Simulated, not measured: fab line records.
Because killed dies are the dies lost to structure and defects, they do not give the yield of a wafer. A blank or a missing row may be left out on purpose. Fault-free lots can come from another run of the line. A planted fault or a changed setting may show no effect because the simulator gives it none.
Chamber matching | flow nand-harc | NHARC_A_CHANNEL_FILL_D1_ETCHBACK_20 on rie-diel-12: 4 sister chambers
The step etches the open film in C4F8/O2/Ar, target depth 27 nm, time 13.5 s. 18 wafers are shown with their chamber, then 9 later ones without.

## WAFERS WITH THEIR CHAMBER
wafer  | chamber | rf-vpp-V (V) | oes-product-au (a.u.) | bias-w (W)
L081.1 | 0       | 988          | 0.99                  | 1506
L081.4 | 2       | 979          | 1.00                  | 1498
L081.6 | 2       | 979          | 1.00                  | 1498
L083.3 | 0       | 986          | 1.00                  | 1500
L083.4 | 2       | 979          | 1.00                  | 1499
L083.5 | 3       | 977          | 1.02                  | 1491
L084.2 | 1       | 977          | 0.96                  | 1492
L084.4 | 3       | 978          | 0.99                  | 1497
L084.5 | 3       | 977          | 0.98                  | 1501
L087.2 | 3       | 979          | 1.01                  | 1495
L087.3 | 0       | 987          | 1.01                  | 1492
L087.6 | 2       | 979          | 1.01                  | 1491
L088.1 | 0       | 986          | 0.97                  | 1498
L088.4 | 3       | 978          | 0.98                  | 1490
L088.5 | 0       | 987          | 0.96                  | 1498
L090.1 | 0       | 985          | 0.93                  | 1504
L090.4 | 3       | 978          | 0.94                  | 1495
L090.6 | 3       | 978          | 0.93                  | 1499

SIGNATURES (averages over the wafers above)
reading        | chamber 0 | chamber 1 | chamber 2 | chamber 3 | scatter within a chamber
rf-vpp-V       | 986.50    | 977.00    | 979.00    | 977.86    | 0.773
oes-product-au | 0.9767    | 0.9600    | 1.0025    | 0.9786    | 0.0282
bias-w         | 1499.67   | 1492.00   | 1496.50   | 1495.43   | 4.31
Rule: a wafer lies at a distance from a chamber equal to the root of the sum of squares, over the readings, of (its reading less the chamber's mean, divided by the reading's scatter). If the next closest chamber is less than 2 further off than the closest, the wafer can't be placed; otherwise it belongs to the closest. The scatter: the root of (the sum of the squares of (reading less its chamber's mean) over the shown wafers, divided by (wafers less chambers)).

## WAFERS WHOSE CHAMBER IS MISSING
wafer  | rf-vpp-V (V) | oes-product-au (a.u.) | bias-w (W)
L093.2 | 987          | 0.92                  | 1502
L093.3 | 978          | 0.92                  | 1504
L093.6 | 979          | 0.93                  | 1503
L094.3 | 981          | 0.92                  | 1493
L094.5 | 978          | 0.92                  | 1486
L094.6 | 977          | 0.92                  | 1498
L095.2 | 977          | 0.93                  | 1496
L095.3 | 977          | 0.93                  | 1502
L095.5 | 977          | 0.93                  | 1501

## EACH ONE'S CHAMBER
wafer  | from the rows above          | in truth
L093.2 | 0                            | 0
L093.3 | can't be placed: 3 or 1 or 2 | 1
L093.6 | can't be placed: 3 or 2 or 1 | 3
L094.3 | can't be placed: 2 or 3 or 1 | 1
L094.5 | can't be placed: 1 or 3 or 2 | 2
L094.6 | can't be placed: 1 or 3 or 2 | 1
L095.2 | can't be placed: 1 or 3      | 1
L095.3 | can't be placed: 1 or 3 or 2 | 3
L095.5 | can't be placed: 1 or 3 or 2 | 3
Correct placement for 1 of the 9. From these rows, 8 cannot be placed; in 8 the true chamber is one of the candidates. Number placed wrongly: 0.
